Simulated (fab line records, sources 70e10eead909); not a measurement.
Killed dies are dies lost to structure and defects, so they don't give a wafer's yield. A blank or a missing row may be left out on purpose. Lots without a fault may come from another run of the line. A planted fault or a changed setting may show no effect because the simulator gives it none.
Problem report in the 8D (eight disciplines) form, filled by code | flow nand_harc | the parts of the form that need people (team, actions taken, sign-off) are left out

1. THE PROBLEM
thk_nm at NHARC_A_ONON_D1_THK_MEAS_08 reads a mean of 700 nm on 6 wafers of 2 lots; wafers without a fault read 997 nm with a standard deviation of 12. That is -25 standard deviations from the usual mean.
The step: measures by ellipsometry.
First seen on wafer L583.2, day 15 06:38, on film_metro-02. The record holds 42 wafers of 14 lots with a number at this step. Rule for "out", or "out of limits": more than 4 standard deviations from the usual mean. The other wafers with a number count as sound.

2. WHAT IT IS AND WHAT IT IS NOT
question                    | is                           | is not
which readings at this step | thk_nm                       | -
which lots                  | L583, L585                   | L565, L566, L567, L570, L571, L572, L573, L575, L576, L577, L578, L582
which wafers of those lots  | all that have a number       | -
read on which gauges        | film_metro-01, film_metro-02 | -
when                        | from day 15 06:38            | up to then (36 sound wafers)

3. SUSPECTS, AND WHAT RULES EACH OUT
Counting: a tool at a process step up to the reading stays a suspect if it ran every lot that is out and no sound lot after the first of them.
- the gauge at NHARC_A_ONON_D1_THK_MEAS_08: ruled out. The wafers that are out were read on 2 gauges (film_metro-01, film_metro-02).
- pecvd_onon-01 at NHARC_A_ONON_D1_DEP_06 (target thk 1000 nm): kept. It ran every lot that is out, first L583 (day 15 06:11), and no sound lot after that; its last sound lot up to then is L577 (day 12 20:58).
Left after counting: pecvd_onon-01 at NHARC_A_ONON_D1_DEP_06.

4. THE CAUSE (what the simulator had put in)
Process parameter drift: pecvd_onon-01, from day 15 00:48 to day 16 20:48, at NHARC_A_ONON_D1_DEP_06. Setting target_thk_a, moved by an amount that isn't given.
Counting left only this tool.

5. THE CHAIN OF EFFECTS, in route order
Each row: a reading whose mean over the struck wafers that have a number lies more than 3 standard deviations from the usual. Only readings for which the record gives a usual standard deviation are gone through. hours: the time from each lot's start at the first step in this table that gives one to its start at this step, as a median over the lots. sigmas: the change in usual standard deviations.
hours | step                        | reading         | usual  | on struck wafers | change | sigmas
0     | NHARC_A_ONON_D1_THK_MEAS_08 | thk_nm          | 997 nm | 700              | -298   | -25
405   | NHARC_END_SORT_01           | killed_at_array | 58     | 672              | +614   | +28
405   | NHARC_END_SORT_01           | killed_dies     | 64     | 677              | +613   | +28

6. WHAT WOULD HAVE CAUGHT IT SOONER
In this record the first reading out of limits at a measuring or inspecting step was taken at day 15 06:38, 6 hours after the fault began at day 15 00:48.
Of the lots that are out (2), L585 began NHARC_A_ONON_D1_DEP_06 on pecvd_onon-01 after day 15 06:38. A hold on the tool at that time would have spared it.
